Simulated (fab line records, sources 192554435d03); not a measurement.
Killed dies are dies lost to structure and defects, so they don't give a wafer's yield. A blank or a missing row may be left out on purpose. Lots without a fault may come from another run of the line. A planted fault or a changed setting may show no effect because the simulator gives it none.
Chamber matching | flow n5_finfet | N5_HKMG_FIN_CVD_62 on thermal_cvd_si-02: 3 sister chambers
The step deposits a-Si from Si2H6, target thk 3 nm, time 20.8 s. 14 wafers are shown with their chamber, then 7 later ones without.

WAFERS WITH THEIR CHAMBER
wafer  | chamber | heater_power_w (W)
L294.1 | 0       | 1219
L294.2 | 1       | 1491
L294.5 | 2       | 1778
L298.2 | 1       | 1498
L298.3 | 0       | 1196
L298.6 | 1       | 1490
L300.2 | 0       | 1179
L300.5 | 2       | 1799
L300.6 | 1       | 1493
L306.4 | 2       | 1741
L306.5 | 1       | 1493
L306.6 | 0       | 1208
L308.1 | 0       | 1233
L308.5 | 1       | 1517

SIGNATURES (means of the wafers above)
reading        | chamber 0 | chamber 1 | chamber 2 | scatter within a chamber
heater_power_w | 1207.00   | 1497.00   | 1772.67   | 19
Rule: a wafer's distance from a chamber is the root of the sum, over the readings, of the square of ((its reading less the chamber's mean) divided by the reading's scatter). The wafer belongs to the nearest chamber; if the next one is less than 2 further off, it can't be placed. The scatter: the root of (the sum of the squares of (reading less its chamber's mean) over the shown wafers, divided by (wafers less chambers)).

WAFERS WITHOUT THEIR CHAMBER
wafer  | heater_power_w (W)
L308.6 | 1232
L314.2 | 1224
L314.3 | 1502
L314.6 | 1226
L316.1 | 1772
L316.3 | 1539
L316.6 | 1233

WHICH CHAMBER EACH WENT THROUGH
wafer  | from the rows above | in truth
L308.6 | 0                   | 0
L314.2 | 0                   | 0
L314.3 | 1                   | 1
L314.6 | 0                   | 0
L316.1 | 2                   | 2
L316.3 | 1                   | 1
L316.6 | 0                   | 0
Placed correctly: 7 of 7. Can't be placed from these rows: 0. Placed wrongly: 0.
